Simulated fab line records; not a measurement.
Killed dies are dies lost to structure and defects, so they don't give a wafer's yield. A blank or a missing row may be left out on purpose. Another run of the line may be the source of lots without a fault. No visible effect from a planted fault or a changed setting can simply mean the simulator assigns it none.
Matching of chambers ; flow nand_harc ; pecvd-01 running NHARC_A_STAIRCASE_DEP_417: 3 sister chambers
The step deposits Si3N4, target thk 60 nm. 14 wafers are shown with their chamber, then 7 later ones without.

## WAFERS, EACH WITH ITS CHAMBER
wafer;chamber;heater_power_w (W);rf_fwd_power_W (W)
L074.1;0;655;449.1
L074.2;2;711;448.5
L074.5;2;693;449.3
L078.3;1;771;449.5
L078.4;0;679;449.2
L078.5;1;763;451.8
L082.2;2;763;449.0
L082.3;0;601;449.3
L082.5;0;606;446.2
L084.1;1;667;451.9
L084.4;1;676;450.0
L084.6;2;727;449.4
L090.1;2;705;450.7
L090.2;1;799;448.2

SIGNATURES, as means of the wafers listed above
reading;chamber 0;chamber 1;chamber 2;scatter within a chamber
heater_power_w;635.25;735.20;719.80;44.3
rf_fwd_power_W;448.450;450.280;449.380;1.33
Rule: for a wafer and a chamber, the distance is found by dividing, reading by reading, the gap between the wafer's reading and the chamber's mean by the reading's scatter, squaring, summing and taking the root. If the next closest chamber is less than 2 further off than the closest, the wafer can't be placed; otherwise it belongs to the closest. The scatter is the square root of a quotient: the sum, over the shown wafers, of each reading's squared deviation from its chamber's mean, divided by wafers minus chambers.

## WAFERS WITH NO CHAMBER GIVEN
wafer;heater_power_w (W);rf_fwd_power_W (W)
L090.6;667;449.4
L094.3;783;449.4
L094.4;667;448.4
L094.5;786;448.8
L096.3;574;449.2
L096.5;573;448.3
L096.6;699;448.5

## EACH ONE'S CHAMBER
wafer;from the rows above;in truth
L090.6;can't be placed: 0 or 2 or 1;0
L094.3;can't be placed: 1 or 2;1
L094.4;can't be placed: 0 or 2 or 1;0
L094.5;can't be placed: 2 or 1 or 0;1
L096.3;can't be placed: 0 or 2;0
L096.5;0;0
L096.6;can't be placed: 2 or 0 or 1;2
Placed correctly: 1 of 7. Can't be placed from these rows: 6 (the true chamber is among the candidates in 6). Placed wrongly: 0.
